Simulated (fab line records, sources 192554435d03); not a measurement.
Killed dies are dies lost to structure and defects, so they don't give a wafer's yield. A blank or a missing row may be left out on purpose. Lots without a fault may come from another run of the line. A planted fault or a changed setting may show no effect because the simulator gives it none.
Which tool did it? | flow n5_finfet | 24 lots, 72 wafers sampled, at 4 steps of a route of 1938

WHAT THE GAUGES READ, wafer by wafer
N5_BEOL_M0_RS_MEAS_126: measures by four-point-probe.
lot  | measured     | on            | M0_RS (ohm/sq)
L074 | day 6 01:26  | film_metro-02 | 0.525 0.517 0.509
L075 | day 6 07:48  | film_metro-01 | 0.538 0.563 0.529
L076 | day 6 11:13  | film_metro-02 | 0.518 0.539 0.506
L077 | day 6 17:29  | film_metro-02 | 0.510 0.526 0.528
L078 | day 6 20:52  | film_metro-02 | 0.530 0.531 0.516
L079 | day 7 06:39  | film_metro-02 | 0.526 0.534 0.521
L080 | day 7 10:43  | film_metro-01 | 0.522 0.509 0.511
L081 | day 7 19:17  | film_metro-01 | 0.505 0.497 0.495
L082 | day 7 23:07  | film_metro-02 | 0.521 0.539 0.521
L083 | day 8 09:53  | film_metro-02 | 0.523 0.525 0.537
L084 | day 8 15:13  | film_metro-01 | 0.550 0.531 0.548
L085 | day 8 17:44  | film_metro-01 | 0.505 0.513 0.522
L086 | day 8 23:16  | film_metro-01 | 0.545 0.535 0.498
L087 | day 9 05:26  | film_metro-02 | 0.526 0.512 0.522
L088 | day 9 18:34  | film_metro-02 | 0.521 0.522 0.517
L090 | day 9 22:56  | film_metro-02 | 0.515 0.533 0.528
L089 | day 10 01:09 | film_metro-01 | 0.503 0.497 0.518
L092 | day 10 14:17 | film_metro-01 | 0.526 0.522 0.520
L091 | day 10 17:47 | film_metro-02 | 0.545 0.544 0.552
L093 | day 10 18:29 | film_metro-01 | 0.531 0.545 0.532
L094 | day 10 21:56 | film_metro-01 | 0.563 0.538 0.532
L095 | day 11 07:50 | film_metro-02 | 0.549 0.522 0.505
L096 | day 11 15:05 | film_metro-02 | 0.531 0.529 0.526
L097 | day 11 19:17 | film_metro-02 | 0.546 0.562 0.558

N5_BEOL_M1_CD_MEAS_28: target cd y 23.3 nm.
lot  | measured     | on        | cd_nm (nm)
L074 | day 6 04:41  | cd_sem-01 | 24.4 24.5 24.2
L075 | day 6 11:21  | cd_sem-01 | 23.6 23.5 23.7
L076 | day 6 15:16  | cd_sem-02 | 24.3 24.4 24.0
L077 | day 6 19:58  | cd_sem-03 | 23.7 24.0 24.0
L078 | day 6 23:56  | cd_sem-02 | 24.1 23.6 24.2
L079 | day 7 08:58  | cd_sem-03 | 24.0 23.8 23.9
L080 | day 7 13:10  | cd_sem-03 | 23.7 24.2 24.0
L081 | day 7 21:46  | cd_sem-01 | 24.4 24.2 24.3
L082 | day 8 02:17  | cd_sem-03 | 24.6 24.4 24.2
L083 | day 8 11:58  | cd_sem-03 | 24.0 24.0 23.7
L084 | day 8 16:56  | cd_sem-02 | 23.8 23.5 23.9
L085 | day 8 20:22  | cd_sem-01 | 23.8 23.4 23.8
L086 | day 9 03:15  | cd_sem-02 | 23.7 24.3 24.1
L087 | day 9 09:08  | cd_sem-03 | 24.0 23.8 24.3
L088 | day 9 21:52  | cd_sem-02 | 23.9 23.0 23.3
L090 | day 10 02:28 | cd_sem-02 | 24.4 24.3 23.8
L089 | day 10 04:35 | cd_sem-02 | 23.6 24.1 24.4
L092 | day 10 16:04 | cd_sem-03 | 24.1 24.3 24.4
L091 | day 10 19:45 | cd_sem-02 | 24.4 24.0 24.3
L093 | day 10 23:14 | cd_sem-03 | 23.5 23.6 23.6
L094 | day 10 23:47 | cd_sem-02 | 23.7 24.1 24.0
L095 | day 11 10:27 | cd_sem-03 | 24.3 23.8 23.8
L096 | day 11 17:03 | cd_sem-02 | 24.1 23.7 23.8
L097 | day 11 22:56 | cd_sem-02 | 23.6 24.3 23.9

WHICH TOOL RAN EACH LOT (tool, then ch and the chambers of the sampled wafers, then the start)
lot  | N5_BEOL_M0_SPUTTER_134       | N5_BEOL_M0_PRE_CLEAN_131
L074 | pvd_sputter-02, day 6 00:13  | cvd_co-02 ch 0,2, day 6 01:09
L075 | pvd_sputter-02, day 6 06:36  | cvd_co-01 ch 0,1,2, day 6 07:35
L076 | pvd_sputter-03, day 6 09:42  | cvd_co-01 ch 0,1, day 6 10:59
L077 | pvd_sputter-01, day 6 16:07  | cvd_co-01 ch 0,2, day 6 17:16
L078 | pvd_sputter-02, day 6 19:41  | cvd_co-01 ch 0,1,2, day 6 20:39
L079 | pvd_sputter-02, day 7 05:29  | cvd_co-01 ch 0,2, day 7 06:26
L080 | pvd_sputter-01, day 7 09:06  | cvd_co-01 ch 0,2, day 7 10:29
L081 | pvd_sputter-01, day 7 18:05  | cvd_co-01 ch 0,1, day 7 19:02
L082 | pvd_sputter-03, day 7 21:50  | cvd_co-01 ch 0,1,2, day 7 22:53
L083 | pvd_sputter-02, day 8 08:43  | cvd_co-01 ch 0,1,2, day 8 09:40
L084 | pvd_sputter-03, day 8 14:00  | cvd_co-02 ch 1,2, day 8 14:56
L085 | pvd_sputter-02, day 8 16:11  | cvd_co-02 ch 1,2, day 8 17:29
L086 | pvd_sputter-02, day 8 22:05  | cvd_co-01 ch 0,1, day 8 23:02
L087 | pvd_sputter-01, day 9 04:07  | cvd_co-02 ch 0,1,2, day 9 05:11
L088 | pvd_sputter-03, day 9 17:24  | cvd_co-01 ch 0,1,2, day 9 18:20
L090 | pvd_sputter-02, day 9 21:44  | cvd_co-01 ch 0,2, day 9 22:41
L089 | pvd_sputter-03, day 9 22:54  | cvd_co-02 ch 1,2, day 10 00:47
L092 | pvd_sputter-01, day 10 13:02 | cvd_co-02 ch 0,1,2, day 10 14:02
L091 | pvd_sputter-03, day 10 15:41 | cvd_co-01 ch 0,1,2, day 10 17:34
L093 | pvd_sputter-02, day 10 17:20 | cvd_co-02 ch 1,2, day 10 18:16
L094 | pvd_sputter-02, day 10 20:43 | cvd_co-01 ch 0,2, day 10 21:43
L095 | pvd_sputter-02, day 11 06:40 | cvd_co-02 ch 0,1,2, day 11 07:36
L096 | pvd_sputter-02, day 11 13:53 | cvd_co-02 ch 0,2, day 11 14:49
L097 | pvd_sputter-03, day 11 17:48 | cvd_co-01 ch 1,2, day 11 19:04
- N5_BEOL_M0_SPUTTER_134: material Cu, target thk 4 nm, time 7.37 s.
- N5_BEOL_M0_PRE_CLEAN_131: time 15 s.

WHAT THE TOOLS THEMSELVES READ (means of the sampled wafers that have a number; where no wafer has one, the mark that the record gives instead)
N5_BEOL_M0_SPUTTER_134.
lot  | tool           | chuck_gas_flow_sccm (sccm) | throttle_valve_pct (%)
L074 | pvd_sputter-02 | 1.28                       | 30.0
L075 | pvd_sputter-02 | 1.27                       | 29.1
L076 | pvd_sputter-03 | 1.27                       | 30.1
L077 | pvd_sputter-01 | 1.31                       | 30.1
L078 | pvd_sputter-02 | 1.34                       | 29.4
L079 | pvd_sputter-02 | 1.27                       | 28.8
L080 | pvd_sputter-01 | 1.27                       | 29.9
L081 | pvd_sputter-01 | 1.23                       | 30.2
L082 | pvd_sputter-03 | 1.25                       | 30.1
L083 | pvd_sputter-02 | 1.26                       | 30.0
L084 | pvd_sputter-03 | 1.27                       | 30.3
L085 | pvd_sputter-02 | 1.25                       | 29.5
L086 | pvd_sputter-02 | 1.24                       | 30.4
L087 | pvd_sputter-01 | 1.23                       | 29.7
L088 | pvd_sputter-03 | 1.27                       | 30.3
L090 | pvd_sputter-02 | 1.30                       | 30.0
L089 | pvd_sputter-03 | 1.25                       | 30.0
L092 | pvd_sputter-01 | 1.24                       | 29.3
L091 | pvd_sputter-03 | 1.25                       | 30.3
L093 | pvd_sputter-02 | 1.31                       | 29.6
L094 | pvd_sputter-02 | 1.15                       | 30.5
L095 | pvd_sputter-02 | 1.29                       | 29.3
L096 | pvd_sputter-02 | 1.25                       | 29.0
L097 | pvd_sputter-03 | 1.22                       | 30.0

N5_BEOL_M0_PRE_CLEAN_131.
lot  | tool      | heater_power_w (W)
L074 | cvd_co-02 | 88
L075 | cvd_co-01 | 82
L076 | cvd_co-01 | 87
L077 | cvd_co-01 | 79
L078 | cvd_co-01 | 82
L079 | cvd_co-01 | 78
L080 | cvd_co-01 | 77
L081 | cvd_co-01 | 84
L082 | cvd_co-01 | 82
L083 | cvd_co-01 | 81
L084 | cvd_co-02 | 86
L085 | cvd_co-02 | 81
L086 | cvd_co-01 | 84
L087 | cvd_co-02 | 85
L088 | cvd_co-01 | 82
L090 | cvd_co-01 | 78
L089 | cvd_co-02 | 85
L092 | cvd_co-02 | 85
L091 | cvd_co-01 | 83
L093 | cvd_co-02 | 81
L094 | cvd_co-01 | 80
L095 | cvd_co-02 | 85
L096 | cvd_co-02 | 89
L097 | cvd_co-01 | 81

THE ANSWER, worked out from the rows above alone
Rule: what is usual is taken from the lots themselves. Put in order of their means at a reading, lots are off if they are a third of the lots or fewer, leave a main group of 4 or more, and stand apart from it by a gap of 3 or more times the standard deviation of the main group's means; of several such gaps the widest counts. A main group whose means are all the same, to the digits that the tables above print for the reading, isn't used. A lot without any number at a reading at which 4 lots or more have one is off too. The other lots that the step has rows for count as sound. The gauges are gone through in route order, then the tools' own readings, and for those a lot's mean is taken as printed above. The first step at which some lot is off is used, and at that step the reading that is off furthest; a lot without a number counts as furthest.
No lot is off at any reading shown: from this, nothing can be told.

WHAT THE SIMULATOR HAD PUT IN
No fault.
